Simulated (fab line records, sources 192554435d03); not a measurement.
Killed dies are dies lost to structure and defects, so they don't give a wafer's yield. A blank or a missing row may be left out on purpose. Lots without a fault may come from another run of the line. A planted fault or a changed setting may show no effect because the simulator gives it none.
Chamber matching | flow n5_finfet | N5_BEOL_M3_ETCH_77 on rie_diel-03: 4 sister chambers
The step etches underlayer in N2/H2, target depth 6.5 nm, time 5.2 s. 16 wafers are shown with their chamber, then 8 later ones without.

WAFERS WITH THEIR CHAMBER
wafer  | chamber | showerhead_plenum_p_Torr (Torr) | rf_vpp_V (V) | etch_rf_on_time_s (s)
L074.1 | 2       | 2.44                            | 521.9        | 5.24
L074.4 | 3       | 2.46                            | 523.9        | 5.19
L074.5 | 1       | 2.60                            | 525.0        | 5.18
L075.2 | 2       | 2.44                            | 522.0        | 5.24
L075.4 | 3       | 2.46                            | 522.0        | 5.20
L075.6 | 3       | 2.46                            | 520.7        | 5.25
L076.1 | 2       | 2.44                            | 519.7        | 5.21
L076.2 | 3       | 2.46                            | 520.3        | 5.22
L076.4 | 0       | 2.43                            | 521.1        | 5.22
L081.2 | 0       | 2.42                            | 522.1        | 5.19
L081.3 | 3       | 2.45                            | 522.0        | 5.21
L081.4 | 0       | 2.42                            | 519.8        | 5.23
L084.2 | 2       | 2.43                            | 522.5        | 5.22
L084.4 | 1       | 2.59                            | 525.8        | 4.99
L084.5 | 1       | 2.59                            | 526.0        | 4.99
L089.1 | 3       | 2.45                            | 521.1        | 5.18

SIGNATURES (means of the wafers above)
reading                  | chamber 0 | chamber 1 | chamber 2 | chamber 3 | scatter within a chamber
showerhead_plenum_p_Torr | 2.4233    | 2.5933    | 2.4375    | 2.4567    | 0.00534
rf_vpp_V                 | 521.000   | 525.600   | 521.525   | 521.667   | 1.16
etch_rf_on_time_s        | 5.2133    | 5.0533    | 5.2275    | 5.2083    | 0.0489
Rule: a wafer's distance from a chamber is the root of the sum, over the readings, of the square of ((its reading less the chamber's mean) divided by the reading's scatter). The wafer belongs to the nearest chamber; if the next one is less than 2 further off, it can't be placed. The scatter: the root of (the sum of the squares of (reading less its chamber's mean) over the shown wafers, divided by (wafers less chambers)).

WAFERS WITHOUT THEIR CHAMBER
wafer  | showerhead_plenum_p_Torr (Torr) | rf_vpp_V (V) | etch_rf_on_time_s (s)
L089.5 | 2.42                            | 519.1        | 5.22
L089.6 | 2.59                            | 525.8        | 4.94
L088.1 | 2.59                            | 523.9        | 4.97
L088.4 | 2.42                            | 520.9        | 5.20
L088.6 | 2.45                            | 522.5        | 5.20
L094.1 | 2.43                            | 519.4        | 5.19
L094.5 | 2.43                            | 520.7        | 5.22
L094.6 | 2.45                            | 521.1        | 5.22

WHICH CHAMBER EACH WENT THROUGH
wafer  | from the rows above     | in truth
L089.5 | 0                       | 0
L089.6 | 1                       | 1
L088.1 | 1                       | 1
L088.4 | 0                       | 0
L088.6 | can't be placed: 3 or 2 | 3
L094.1 | can't be placed: 0 or 2 | 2
L094.5 | can't be placed: 0 or 2 | 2
L094.6 | can't be placed: 3 or 2 | 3
Placed correctly: 4 of 8. Can't be placed from these rows: 4 (the true chamber is among the candidates in 4). Placed wrongly: 0.
